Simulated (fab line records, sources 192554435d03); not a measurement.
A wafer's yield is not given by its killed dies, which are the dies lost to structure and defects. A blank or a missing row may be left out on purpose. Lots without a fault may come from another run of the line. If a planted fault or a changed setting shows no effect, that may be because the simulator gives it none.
Chamber matching :: flow n5_finfet :: rie_diel-06 running N5_BEOL_M7_STRIP_67: 4 sister chambers
The step strips in CF4. 14 wafers are shown with their chamber, then 7 later ones without.

WAFERS WITH THEIR CHAMBER
wafer: L077.2
chamber: 3
drypump_motor_current_A (A): 5.5
throttle_valve_pct (%): 13.60
showerhead_plenum_p_Torr (Torr): 1.70

wafer: L077.3
chamber: 0
drypump_motor_current_A (A): 5.5
throttle_valve_pct (%): 13.89
showerhead_plenum_p_Torr (Torr): 1.79

wafer: L077.5
chamber: 0
drypump_motor_current_A (A): 5.5
throttle_valve_pct (%): 13.89
showerhead_plenum_p_Torr (Torr): 1.79

wafer: L084.1
chamber: 2
drypump_motor_current_A (A): 5.0
throttle_valve_pct (%): 13.67
showerhead_plenum_p_Torr (Torr): 1.72

wafer: L084.5
chamber: 0
drypump_motor_current_A (A): 5.5
throttle_valve_pct (%): 13.92
showerhead_plenum_p_Torr (Torr): 1.79

wafer: L084.6
chamber: 2
drypump_motor_current_A (A): 5.0
throttle_valve_pct (%): 13.66
showerhead_plenum_p_Torr (Torr): 1.72

wafer: L088.1
chamber: 2
drypump_motor_current_A (A): 5.0
throttle_valve_pct (%): 13.69
showerhead_plenum_p_Torr (Torr): 1.72

wafer: L088.3
chamber: 3
drypump_motor_current_A (A): 5.5
throttle_valve_pct (%): 13.09
showerhead_plenum_p_Torr (Torr): 1.90

wafer: L088.5
chamber: 0
drypump_motor_current_A (A): 5.5
throttle_valve_pct (%): 13.93
showerhead_plenum_p_Torr (Torr): 1.78

wafer: L091.2
chamber: 1
drypump_motor_current_A (A): 4.9
throttle_valve_pct (%): 13.73
showerhead_plenum_p_Torr (Torr): 1.72

wafer: L091.3
chamber: 3
drypump_motor_current_A (A): 5.6
throttle_valve_pct (%): 13.10
showerhead_plenum_p_Torr (Torr): 1.90

wafer: L091.5
chamber: 2
drypump_motor_current_A (A): 5.0
throttle_valve_pct (%): 13.70
showerhead_plenum_p_Torr (Torr): 1.72

wafer: L094.2
chamber: 2
drypump_motor_current_A (A): 5.0
throttle_valve_pct (%): 13.71
showerhead_plenum_p_Torr (Torr): 1.72

wafer: L094.3
chamber: 3
drypump_motor_current_A (A): 5.6
throttle_valve_pct (%): 13.10
showerhead_plenum_p_Torr (Torr): 1.90

SIGNATURES (averages over the wafers above)
reading: drypump_motor_current_A
chamber 0: 5.500
chamber 1: 4.900
chamber 2: 5.000
chamber 3: 5.550
scatter within a chamber: 0.0316

reading: throttle_valve_pct
chamber 0: 13.9075
chamber 1: 13.7300
chamber 2: 13.6860
chamber 3: 13.2225
scatter within a chamber: 0.139

reading: showerhead_plenum_p_Torr
chamber 0: 1.7875
chamber 1: 1.7200
chamber 2: 1.7200
chamber 3: 1.8500
scatter within a chamber: 0.0548
Rule: for each reading, subtract the chamber's mean from the wafer's reading, divide by that reading's scatter and square the result; add these up over the readings and take the root, which gives the wafer's distance from the chamber. If the next closest chamber is less than 2 further off than the closest, the wafer can't be placed; otherwise it belongs to the closest. The scatter: take each reading less its chamber's mean, square it, sum over the shown wafers, divide by the number of wafers less the number of chambers, and take the root.

WAFERS WITHOUT THEIR CHAMBER
wafer: L094.4
drypump_motor_current_A (A): 5.5
throttle_valve_pct (%): 13.95
showerhead_plenum_p_Torr (Torr): 1.78

wafer: L095.1
drypump_motor_current_A (A): 4.9
throttle_valve_pct (%): 13.77
showerhead_plenum_p_Torr (Torr): 1.72

wafer: L095.3
drypump_motor_current_A (A): 5.6
throttle_valve_pct (%): 13.11
showerhead_plenum_p_Torr (Torr): 1.90

wafer: L095.5
drypump_motor_current_A (A): 5.0
throttle_valve_pct (%): 13.72
showerhead_plenum_p_Torr (Torr): 1.72

wafer: L096.1
drypump_motor_current_A (A): 5.5
throttle_valve_pct (%): 13.99
showerhead_plenum_p_Torr (Torr): 1.78

wafer: L096.3
drypump_motor_current_A (A): 5.0
throttle_valve_pct (%): 13.71
showerhead_plenum_p_Torr (Torr): 1.72

wafer: L096.5
drypump_motor_current_A (A): 5.0
throttle_valve_pct (%): 13.73
showerhead_plenum_p_Torr (Torr): 1.72

WHICH CHAMBER EACH WENT THROUGH
wafer: L094.4
from the rows above: 0
in truth: 0

wafer: L095.1
from the rows above: 1
in truth: 1

wafer: L095.3
from the rows above: 3
in truth: 3

wafer: L095.5
from the rows above: 2
in truth: 2

wafer: L096.1
from the rows above: 0
in truth: 0

wafer: L096.3
from the rows above: 2
in truth: 2

wafer: L096.5
from the rows above: 2
in truth: 2
Correct placement for 7 of the 7. Number that these rows cannot place: 0. Placed wrongly: 0.
